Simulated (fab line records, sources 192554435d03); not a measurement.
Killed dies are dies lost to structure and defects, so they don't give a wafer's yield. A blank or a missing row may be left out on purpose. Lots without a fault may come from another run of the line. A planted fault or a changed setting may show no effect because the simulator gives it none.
Chamber matching | flow n5_finfet | N5_BEOL_M11_DESCUM_33 on rie_diel-04: 4 sister chambers
The step chemistry O2, time 7.9 s. 4 wafers are shown with their chamber, then 9 later ones without.

WAFERS WITH THEIR CHAMBER
wafer  | chamber | throttle_valve_pct (%)
L086.6 | 3       | 21.18
L088.1 | 1       | 20.54
L088.2 | 2       | 20.22
L088.3 | 0       | 20.13

WAFERS WITHOUT THEIR CHAMBER
wafer  | throttle_valve_pct (%)
L088.4 | 20.23
L088.5 | 20.54
L088.6 | 20.13
L091.2 | 20.55
L091.3 | 20.13
L091.6 | 20.56
L090.2 | 20.23
L090.3 | 20.56
L090.6 | 20.56

WHICH CHAMBER EACH WENT THROUGH
wafer  | from the rows above | in truth
L088.4 | 2                   | 2
L088.5 | 1                   | 1
L088.6 | 0                   | 0
L091.2 | 1                   | 1
L091.3 | 0                   | 0
L091.6 | 1                   | 1
L090.2 | 2                   | 2
L090.3 | 1                   | 1
L090.6 | 1                   | 1
Placed correctly: 9 of 9. Can't be placed from these rows: 0. Placed wrongly: 0.
How it was worked out, from the rows above alone: a wafer's distance from a chamber is the root of the sum, over the readings, of the square of ((its reading less the chamber's mean) divided by the reading's scatter). The wafer belongs to the nearest chamber; if the next one is less than 2 further off, it can't be placed. A chamber's mean is the mean of its shown wafers. The scatter: with one shown wafer a chamber, the root of the mean of the squares of how far each hidden wafer lies from its nearest shown one.
